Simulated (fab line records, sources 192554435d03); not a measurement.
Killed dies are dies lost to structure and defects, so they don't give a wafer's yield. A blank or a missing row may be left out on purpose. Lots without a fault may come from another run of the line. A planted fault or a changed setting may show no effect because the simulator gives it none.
fab line records | flow n5_finfet | part 1 of 2: steps 1 to 22 of 31
record lots=5 wafers=15 last_day=16
route steps=1938 shown BEOL_M6@1262 BEOL_M7@1263
lots that met no fault: from a run of the same line without faults
start_h: hours from the record's first day to the start of the lot's first wafer shown | wait_h: hours since the lot's step before | " the same as in the row above | L1.1+2: a row that stands for several wafers | - no value, or no start given | * or withheld: withheld | < > ~ a bound
route shown NAME@n: a module of which the file shows steps, and the number in the route of the first | usual: mean/standard deviation of fault-free wafers | same: alike in all rows | chamber/n: place in a boat | sites: the reading at each site | _std_site: their standard deviation | _edge_site: outer sites' mean less inner sites' | radius_mm: how far each site lies from the wafer's centre | mask NAME#n: copy n | behind: the tool/chamber that last shaped the wafer | hold: why the lot was held/for how many hours/how that ended | device: the transistor (n, p or np) that didn't switch | end of line: the same wafers' tests at the end of the route | a step without rows: its recipe alone | killed: dies lost to structure and defects at the first sort, not the wafer's yield | map: a wafer's dies, x killed, . not, _ none there
set.NAME: the setting as run; set.NAME@STEP: as run at that earlier step | model.NAME: the simulator's own value behind a step, which no gauge read
lots at some steps of the route; a table a step, a row a wafer
services: from which hour (start_h, from the record's first day; less than 0 if before it) a tool's chamber was out of use, for how many hours, and why
## steps
# step N5_BEOL_M6_INSPECT_58
# recipe inspect_instrument=darkfield mode=post_dep
# usual raw_defect_count=71/22
# columns lot.wafer tool chamber start_h wait_h raw_defect_count
L074.4 defect_inspect-01 - 214.99 0.0 49
L074.5 " - " " 59
L074.6 " - " " 51
L076.3 defect_inspect-01 - 219.05 0.0 99
L076.4 " - " " 70
L076.5 " - " " 79
L079.1 defect_inspect-02 - 230.38 0.0 68
L079.2 " - " " 31
L079.4 " - " " 63
L081.3 defect_inspect-02 - 243.81 0.0 147
L081.4 " - " " 130
L081.5 " - " " 59
L087.1 defect_inspect-02 - 304.45 0.0 68
L087.3 " - " " 90
L087.4 " - " " 76
# step N5_BEOL_M7_ILD_DEP_00
# recipe material=SiCOH_lowk target_thk_a=1797.5 temp_c=300 precursor=DEMS/porogen pressure_torr=5 rf_w=500 time_s=33.4
# usual heater_power_outer_w=137/25 heater_power_w=300/39 showerhead_plenum_p_Torr=5.743/0.015 throttle_valve_pct=14.1/1
# columns lot.wafer tool chamber start_h wait_h heater_power_outer_w heater_power_w showerhead_plenum_p_Torr throttle_valve_pct
L074.4 pecvd-04 2 215.05 0.1 113 261 5.771 13.4
L074.5 " 1 " " 127 277 5.726 13.2
L074.6 " 0 " " 147 321 5.737 14.3
L076.3 pecvd-04 2 219.09 0.0 132 282 5.783 13.0
L076.4 " 1 " " 101 236 5.727 13.1
L076.5 " 0 " " 156 326 5.746 14.2
L079.1 pecvd-01 1 230.42 0.0 165 339 5.741 14.2
L079.2 " 0 " " 125 285 5.724 15.5
L079.4 " 0 " " 128 294 5.717 15.5
L081.3 pecvd-03 1 243.84 0.0 115 249 5.756 15.4
L081.4 " 0 " " 191 394 5.736 14.4
L081.5 " 1 " " 119 261 5.743 15.7
L087.1 pecvd-03 0 304.49 0.0 186 366 5.724 14.6
L087.3 " 2 " " 157 319 5.735 12.4
L087.4 " 0 " " 191 373 5.716 14.6
# step N5_BEOL_M7_CURE_74
# recipe temp_c=385 time_s=240 ambient=He/Ar material=SiCOH_lowk
# usual lamp_power_pct=52.31/0.055 wafer_temp_C_max=387.0/0.59
# columns lot.wafer tool chamber start_h wait_h lamp_power_pct wafer_temp_C_max
L074.4 uv_cure-03 0 215.57 0.5 52.22 387.2
L074.5 " 0 " " 52.33 387.0
L074.6 " 0 " " 52.33 386.8
L076.3 uv_cure-01 2 219.31 0.2 52.22 386.4
L076.4 " 2 " " 52.31 386.9
L076.5 " 2 " " 52.38 386.5
L079.1 uv_cure-01 1 230.51 0.1 52.33 387.3
L079.2 " 1 " " 52.35 386.5
L079.4 " 1 " " 52.22 387.1
L081.3 uv_cure-02 1 244.39 0.5 52.30 387.4
L081.4 " 1 " " 52.45 387.0
L081.5 " 1 " " 52.26 388.0
L087.1 uv_cure-02 2 304.55 0.0 52.31 386.5
L087.3 " 2 " " 52.35 387.0
L087.4 " 2 " " 52.39 387.1
# step N5_BEOL_M7_THK_MEAS_01
# recipe reads=SiCOH_lowk_of_BEOL_M7_ILD_DEP_00
# usual M7_ILD_THK=154.3/1.8
# columns lot.wafer tool chamber start_h wait_h M7_ILD_THK[nm]
L074.4 film_metro-02 - 216.09 0.4 156.5
L074.5 " - " " 155.6
L074.6 " - " " 152.8
L076.3 film_metro-01 - 219.67 0.3 154.4
L076.4 " - " " 154.4
L076.5 " - " " 155.5
L079.1 film_metro-01 - 231.50 0.8 151.4
L079.2 " - " " 153.5
L079.4 " - " " 155.1
L081.3 film_metro-02 - 244.74 0.3 154.7
L081.4 " - " " 157.5
L081.5 " - " " 153.7
L087.1 film_metro-02 - 305.07 0.4 152.0
L087.3 " - " " 150.0
L087.4 " - " " 154.6
# step N5_BEOL_M7_PECVD_70
# recipe material=SiO2 target_thk_a=200 temp_c=400 precursor=TEOS/O2 pressure_torr=5.5 rf_w=450 teos_flow_sccm=53.8 gas=O2 flow_sccm=3000 time_s=22.7
# usual heater_power_outer_w=416/53 heater_power_w=704/79 showerhead_plenum_p_Torr=8.80/0.055 throttle_valve_pct=22.8/1.7
# columns lot.wafer tool chamber start_h wait_h heater_power_outer_w heater_power_w showerhead_plenum_p_Torr throttle_valve_pct
L074.4 pecvd-01 0 216.14 0.1 387 653 8.73 25.1
L074.5 " 1 " " 445 743 8.85 22.5
L074.6 " 2 " " 370 681 8.81 23.0
L076.3 pecvd-03 2 219.70 0.0 440 702 8.78 19.7
L076.4 " 0 " " 521 873 8.71 23.2
L076.5 " 1 " " 399 637 8.81 24.8
L079.1 pecvd-04 2 231.54 0.0 391 670 8.93 20.9
L079.2 " 1 " " 331 565 8.79 21.5
L079.4 " 2 " " 390 669 8.91 21.3
L081.3 pecvd-03 2 244.77 0.0 442 706 8.82 19.6
L081.4 " 1 " " 431 698 8.84 25.0
L081.5 " 2 " " 436 710 8.77 19.8
L087.1 pecvd-01 2 305.10 0.0 367 684 8.83 23.2
L087.3 " 1 " " 430 707 8.84 22.7
L087.4 " 1 " " 422 716 8.81 22.6
# step N5_BEOL_M7_HM_DEP_02
# recipe material=TiN target_thk_a=200 temp_c=25 chamber_pressure_pa=0.49996
# usual throttle_valve_pct=30.1/1
# columns lot.wafer tool chamber start_h wait_h throttle_valve_pct
L074.4 pvd_sputter-02 - 216.95 0.8 29.4
L074.5 " - " " 28.8
L074.6 " - " " 31.3
L076.3 pvd_sputter-03 - 220.60 0.9 29.3
L076.4 " - " " 32.0
L076.5 " - " " 28.9
L079.1 pvd_sputter-01 - 233.82 2.3 29.6
L079.2 " - " " 29.6
L079.4 " - " " 31.2
L081.3 pvd_sputter-03 - 247.15 2.4 32.0
L081.4 " - " " 29.8
L081.5 " - " " 29.0
L087.1 pvd_sputter-02 - 306.85 1.7 30.3
L087.3 " - " " 29.0
L087.4 " - " " 30.0
# step N5_BEOL_M7_COAT_59
# recipe resist=SOC temp_c=250 time_s=60 spin_rpm=1500 resist_thk_nm=100
# usual plate_temp_C=250.02/0.17
# columns lot.wafer tool chamber start_h wait_h plate_temp_C
L074.4 litho_track-04 0 217.08 0.1 250.00
L074.5 " 0 " " 249.86
L074.6 " 0 " " 249.77
L076.3 litho_track-01 0 220.72 0.1 250.26
L076.4 " 0 " " 250.49
L076.5 " 0 " " 250.20
L079.1 litho_track-04 0 233.95 0.1 250.13
L079.2 " 0 " " 250.23
L079.4 " 0 " " 250.05
L081.3 litho_track-04 0 247.28 0.1 249.78
L081.4 " 0 " " 249.96
L081.5 " 0 " " 249.92
L087.1 litho_track-03 0 306.98 0.1 249.94
L087.3 " 0 " " 250.10
L087.4 " 0 " " 250.00
# step N5_BEOL_M7_COAT_60
# recipe resist=SiARC temp_c=220 time_s=60 spin_rpm=1500 resist_thk_nm=35
# usual plate_temp_C=219.98/0.17
# columns lot.wafer tool chamber start_h wait_h plate_temp_C
L074.4 litho_track-04 0 - - 219.79
L074.5 " 0 " " 219.94
L074.6 " 0 " " 220.07
L076.3 litho_track-01 0 - - 220.36
L076.4 " 0 " " 220.04
L076.5 " 0 " " 220.23
L079.1 litho_track-04 0 - - 220.10
L079.2 " 0 " " 220.09
L079.4 " 0 " " 220.17
L081.3 litho_track-04 0 - - 219.96
L081.4 " 0 " " 219.95
L081.5 " 0 " " 219.97
L087.1 litho_track-03 0 - - 219.73
L087.3 " 0 " " 219.92
L087.4 " 0 " " 219.94
# step N5_BEOL_M7_COAT_05
# recipe resist=CAR-ArF spin_rpm=1500 resist_thk_nm=90
# columns lot.wafer tool chamber start_h wait_h
L074.4+5+6 litho_track-04 0 - -
L076.3+4+5 litho_track-01 0 - -
L079.1+2+4 litho_track-04 0 - -
L081.3+4+5 litho_track-04 0 - -
L087.1+3+4 litho_track-03 0 - -
# step N5_BEOL_M7_EBR_07
# recipe solvent=PGMEA ebr_width_mm=1.5
# columns lot.wafer tool chamber start_h wait_h
L074.4+5+6 litho_track-04 0 - -
L076.3+4+5 litho_track-01 0 - -
L079.1+2+4 litho_track-04 0 - -
L081.3+4+5 litho_track-04 0 - -
L087.1+3+4 litho_track-03 0 - -
# step N5_BEOL_M7_SOFTBAKE_06
# recipe temp_c=110 time_s=60 resist=CAR-ArF
# usual plate_temp_C=110.03/0.14
# columns lot.wafer tool chamber start_h wait_h plate_temp_C
L074.4 litho_track-04 0 - - 109.77
L074.5 " 0 " " 109.86
L074.6 " 0 " " 110.07
L076.3 litho_track-01 0 - - 110.10
L076.4 " 0 " " 110.18
L076.5 " 0 " " 110.03
L079.1 litho_track-04 0 - - 110.17
L079.2 " 0 " " 110.20
L079.4 " 0 " " 110.07
L081.3 litho_track-04 0 - - 109.86
L081.4 " 0 " " 109.92
L081.5 " 0 " " 109.99
L087.1 litho_track-03 0 - - 109.70
L087.3 " 0 " " 109.78
L087.4 " 0 " " 109.83
# step N5_BEOL_M7_EXPOSE_08
# recipe mask_id=M7 na=1.35 source_shape=dipole sigma_inner=0.817 sigma_outer=0.97 polarization=te dose_mj=68.25
# columns lot.wafer tool chamber start_h wait_h mask
L074.4+5+6 arfi_scanner-01 0 217.22 - M7#0
L076.3+4+5 arfi_scanner-03 0 220.98 - M7#0
L079.1+2+4 arfi_scanner-03 0 234.19 - M7#0
L081.3+4+5 arfi_scanner-02 0 247.41 - M7#0
L087.1+3+4 arfi_scanner-01 0 307.22 - M7#0
# step N5_BEOL_M7_PEB_09
# recipe peb_temp_c=withheld peb_time_s=60 resist=CAR-ArF
# columns lot.wafer tool chamber start_h wait_h
L074.4+5+6 litho_track-04 0 217.26 0.0
L076.3+4+5 litho_track-03 0 221.03 0.0
L079.1+2+4 litho_track-04 0 234.25 0.1
L081.3+4+5 litho_track-04 0 247.46 0.0
L087.1+3+4 litho_track-03 0 307.28 0.1
# step N5_BEOL_M7_DEVELOP_10
# recipe develop_time_s=30 developer=TMAH resist=CAR-ArF rinse_liquid=diw dry=air_spin dev_temp_c=23
# columns lot.wafer tool chamber start_h wait_h
L074.4+5+6 litho_track-04 0 - -
L076.3+4+5 litho_track-03 0 - -
L079.1+2+4 litho_track-04 0 - -
L081.3+4+5 litho_track-04 0 - -
L087.1+3+4 litho_track-03 0 - -
# step N5_BEOL_M7_CD_MEAS_11
# recipe target_cd_nm=38.5 landing_energy_ev=500 detector=se_inlens polarity=opening
# usual cd_nm=38.2/0.55
# columns lot.wafer tool chamber start_h wait_h cd_nm
L074.4 cd_sem-02 0 217.33 - 37.5
L074.5 " 0 " " 37.6
L074.6 " 0 " " 37.8
L076.3 cd_sem-02 0 221.10 - 37.2
L076.4 " 0 " " 37.5
L076.5 " 0 " " 38.5
L079.1 cd_sem-01 0 234.32 - 37.7
L079.2 " 0 " " 37.6
L079.4 " 0 " " 38.0
L081.3 cd_sem-02 0 247.52 - 37.5
L081.4 " 0 " " 38.9
L081.5 " 0 " " 39.1
L087.1 cd_sem-02 0 307.35 - 37.7
L087.3 " 0 " " 38.8
L087.4 " 0 " " 38.7
# step N5_BEOL_M7_OVL_MEAS_12
# recipe points_per_wafer=44
# usual M7_OVL=-0.4/0.95
# columns lot.wafer tool chamber start_h wait_h M7_OVL[nm]
L074.4 overlay-01 0 217.36 0.0 -0.7
L074.5 " 0 " " -0.9
L074.6 " 0 " " -0.2
L076.3 overlay-02 0 221.12 0.0 -1.8
L076.4 " 0 " " 0.4
L076.5 " 0 " " -0.5
L079.1 overlay-01 0 234.35 0.0 -1.7
L079.2 " 0 " " -2.0
L079.4 " 0 " " -0.7
L081.3 overlay-01 0 247.55 0.0 1.2
L081.4 " 0 " " 0.3
L081.5 " 0 " " 0.4
L087.1 overlay-01 0 307.38 0.0 -0.2
L087.3 " 0 " " 0.7
L087.4 " 0 " " -1.1
# step N5_BEOL_M7_INSPECT_13
# recipe mode=adi inspect_instrument=brightfield
# usual raw_defect_count=420/92
# columns lot.wafer tool chamber start_h wait_h raw_defect_count
L074.4 defect_inspect-02 - 217.38 0.0 353
L074.5 " - " " 344
L074.6 " - " " 452
L076.3 defect_inspect-02 - 221.15 0.0 494
L076.4 " - " " 377
L076.5 " - " " 347
L079.1 defect_inspect-02 - 234.37 0.0 311
L079.2 " - " " 192
L079.4 " - " " 321
L081.3 defect_inspect-01 - 247.58 0.0 443
L081.4 " - " " 489
L081.5 " - " " 406
L087.1 defect_inspect-02 - 307.41 0.0 402
L087.3 " - " " 430
L087.4 " - " " 369
# step N5_BEOL_M7_DESCUM_16
# recipe chemistry=O2 time_s=7.9 source_power_w=50 bias_power_w=20 pressure_mtorr=20 rf_frequency_hz=2.712e+07 temp_c=40 resist=CAR-ArF o2_flow_sccm=225
# usual drypump_motor_current_A=5.5/0.43 oes_product_au=0.81/0.093 rf_vpp_V=244.0/1.1 showerhead_plenum_p_Torr=2.14/0.056 temp_c=39.99/0.11 throttle_valve_pct=20.29/0.21
# columns lot.wafer tool chamber start_h wait_h drypump_motor_current_A oes_product_au rf_hours_counter_h rf_vpp_V showerhead_plenum_p_Torr temp_c throttle_valve_pct
L074.4 rie_diel-01 1 217.42 0.0 6.1 0.72 189 242.1 2.09 39.76 20.64
L074.5 " 2 " " 4.9 0.69 - 241.0 1.96 39.93 20.61
L074.6 " 3 " " 5.1 0.91 - 244.5 2.24 40.05 20.37
L076.3 rie_diel-05 3 221.18 0.0 5.8 0.70 224 243.5 2.15 40.02 20.19
L076.4 " 1 " " 5.5 0.74 160 244.5 2.18 39.88 20.51
L076.5 " 0 " " 6.0 0.88 - 244.7 2.13 39.96 20.11
L079.1 rie_diel-01 3 234.41 0.0 5.1 0.90 36 245.8 2.23 40.08 20.37
L079.2 " 2 " " 4.9 0.68 246 241.4 1.96 40.05 20.63
L079.4 " 1 " " 6.0 0.72 194 244.3 2.08 40.05 20.64
L081.3 rie_diel-05 2 247.61 0.0 5.2 0.89 47 244.0 2.14 40.13 20.11
L081.4 " 1 " " 5.5 0.73 169 244.1 2.18 39.99 20.51
L081.5 " 2 " " 5.2 0.89 - 244.3 2.14 39.97 20.09
L087.1 rie_diel-01 0 307.60 0.2 6.3 0.77 125 242.7 2.11 40.04 20.21
L087.3 " 3 " " 5.1 0.88 59 245.8 2.23 39.98 20.41
L087.4 " 2 " " 4.9 0.92 12 244.7 2.21 40.08 20.23
# step N5_BEOL_M7_ETCH_61
# recipe chemistry=CF4 target=SiARC target_depth_a=455 mask_material=CAR-ArF time_s=75.8 ion_energy_ev=80 pressure_mtorr=40 source_w=545 bias_w=36 Ar_flow_sccm=100 cf4_flow_sccm=100 ends=cleared
# usual cf4_flow_sccm=100.04/0.3 drypump_motor_current_A=5.5/0.44 etch_rf_on_time_s=74.8/1.7 oes_product_au=0.69/0.078 rf_vpp_V=184.5/1 showerhead_plenum_p_Torr=2.19/0.051 throttle_valve_pct=15.47/0.22
# columns lot.wafer tool chamber start_h wait_h cf4_flow_sccm drypump_motor_current_A etch_rf_on_time_s oes_product_au rf_hours_counter_h rf_vpp_V showerhead_plenum_p_Torr throttle_valve_pct
L074.4 rie_diel-01 1 217.46 0.0 99.52 6.0 75.7 0.62 189 185.1 2.13 15.86
L074.5 " 2 " " 100.02 4.9 77.2 0.60 - 183.2 2.03 15.89
L074.6 " 3 " " 99.85 5.1 72.3 0.79 - 184.2 2.26 15.36
L076.3 rie_diel-05 3 221.22 0.0 99.98 5.8 72.6 0.61 224 185.4 2.20 15.48
L076.4 " 1 " " 99.78 5.5 74.3 0.63 160 185.4 2.21 15.58
L076.5 " 0 " " 100.22 6.0 73.5 0.76 - 184.2 2.19 15.34
L079.1 rie_diel-01 3 234.44 0.0 99.99 5.1 73.7 0.78 36 186.5 2.25 15.39
L079.2 " 2 " " 100.24 4.8 76.4 0.59 246 182.5 2.02 15.91
L079.4 " 1 " " 100.29 6.0 75.6 0.62 194 184.4 2.13 15.88
L081.3 rie_diel-05 2 247.64 0.0 100.06 5.2 76.6 0.75 47 182.0 2.17 15.22
L081.4 " 1 " " 99.98 5.5 74.6 0.62 169 185.4 2.21 15.65
L081.5 " 2 " " 99.71 5.2 76.2 0.75 - 184.6 2.17 15.22
L087.1 rie_diel-01 0 307.63 0.0 99.77 6.2 75.4 0.67 125 183.8 2.15 15.33
L087.3 " 3 " " 100.37 5.1 72.9 0.75 59 185.4 2.25 15.42
L087.4 " 2 " " 99.91 4.9 74.4 0.79 12 187.5 2.27 15.42
# step N5_BEOL_M7_ETCH_62
# recipe chemistry=N2/H2 target=SOC target_depth_a=1100 overetch_a=220 mask_material=SiARC temp_c=40 time_s=165 ion_energy_ev=200 pressure_mtorr=30 source_w=840 bias_w=150 n2_flow_sccm=200 h2_flow_sccm=200
# usual drypump_motor_current_A=5.5/0.43 oes_product_au=0.68/0.073 rf_vpp_V=525.6/2.1 showerhead_plenum_p_Torr=2.60/0.069 temp_c=39.99/0.12 throttle_valve_pct=17.68/0.23
# columns lot.wafer tool chamber start_h wait_h drypump_motor_current_A oes_product_au rf_hours_counter_h rf_vpp_V showerhead_plenum_p_Torr temp_c throttle_valve_pct
L074.4 rie_diel-01 1 217.51 0.0 6.1 0.61 189 525.2 2.53 39.73 18.05
L074.5 " 2 " " 4.9 0.59 - 521.1 2.41 39.74 18.24
L074.6 " 3 " " 5.1 0.76 - 528.0 2.70 39.80 17.68
L076.3 rie_diel-05 3 221.27 0.0 5.8 0.59 224 526.2 2.62 39.98 17.75
L076.4 " 1 " " 5.5 0.62 160 526.7 2.63 40.06 17.68
L076.5 " 0 " " 6.0 0.74 - 524.8 2.59 40.08 17.44
L079.1 rie_diel-01 3 234.50 0.0 5.1 0.76 36 527.4 2.70 39.78 17.68
L079.2 " 2 " " 4.9 0.58 246 520.1 2.41 40.00 18.23
L079.4 " 1 " " 6.0 0.61 194 524.1 2.53 39.93 18.06
L081.3 rie_diel-05 2 247.70 0.0 5.2 0.73 47 524.4 2.58 40.09 17.37
L081.4 " 1 " " 5.5 0.62 169 526.0 2.63 40.08 17.69
L081.5 " 2 " " 5.2 0.74 - 523.2 2.58 40.06 17.37
L087.1 rie_diel-01 0 307.69 0.0 6.2 0.66 125 524.0 2.54 40.24 17.52
L087.3 " 3 " " 5.1 0.72 59 527.5 2.69 39.80 17.73
L087.4 " 2 " " 4.9 0.77 12 528.6 2.72 39.68 17.82
# step N5_BEOL_M7_STRIP_68
# recipe chemistry=N2/H2 temp_c=40 n2_flow_sccm=200 h2_flow_sccm=200 rf_frequency_hz=6e+07
# columns lot.wafer tool chamber start_h wait_h
L074.4+5+6 rie_diel-01 1,2,3 217.65 0.1
L076.3+4+5 rie_diel-05 3,1,0 221.41 0.1
L079.1+2+4 rie_diel-01 3,2,1 234.64 0.1
L081.3+4+5 rie_diel-05 2,1,2 247.84 0.1
L087.1+3+4 rie_diel-01 0,3,2 307.83 0.1
# step N5_BEOL_M7_STRIP_67
# recipe chemistry=CF4 resist=SiARC power_w=300 bias_power_w=75 pressure_mtorr=50 cf4_flow_sccm=150 rf_frequency_hz=6e+07
# usual cf4_flow_sccm=150.0/0.41 drypump_motor_current_A=5.5/0.43 oes_product_au=0.80/0.086 rf_vpp_V=272.0/1.4 showerhead_plenum_p_Torr=1.83/0.045 throttle_valve_pct=13.45/0.23
# columns lot.wafer tool chamber start_h wait_h cf4_flow_sccm drypump_motor_current_A oes_product_au rf_hours_counter_h rf_vpp_V showerhead_plenum_p_Torr throttle_valve_pct
L074.4 rie_diel-01 1 217.66 0.0 150.0 6.1 0.73 189 271.9 1.78 13.81
L074.5 " 2 " " 150.1 4.9 0.70 - 268.7 1.68 13.83
L074.6 " 3 " " 150.5 5.1 0.90 - 273.4 1.90 13.35
L076.3 rie_diel-05 3 221.42 0.0 150.4 5.8 0.70 224 272.3 1.85 13.56
L076.4 " 1 " " 150.2 5.5 0.74 160 274.2 1.85 13.59
L076.5 " 0 " " 149.9 6.0 0.87 - 271.2 1.84 13.32
L079.1 rie_diel-01 3 234.65 0.0 150.2 5.1 0.89 37 274.3 1.90 13.37
L079.2 " 2 " " 149.9 4.9 0.70 246 269.6 1.68 13.85
L079.4 " 1 " " 149.9 6.0 0.72 194 270.7 1.78 13.83
L081.3 rie_diel-05 2 247.85 0.0 150.5 5.2 0.88 47 271.1 1.81 13.14
L081.4 " 1 " " 149.4 5.5 0.73 169 271.4 1.84 13.61
L081.5 " 2 " " 151.1 5.2 0.87 - 272.2 1.81 13.14
L087.1 rie_diel-01 0 307.84 0.0 150.2 6.2 0.78 125 271.8 1.80 13.32
L087.3 " 3 " " 150.1 5.1 0.86 59 273.3 1.89 13.42
L087.4 " 2 " " 150.4 4.9 0.91 12 273.0 1.89 13.30
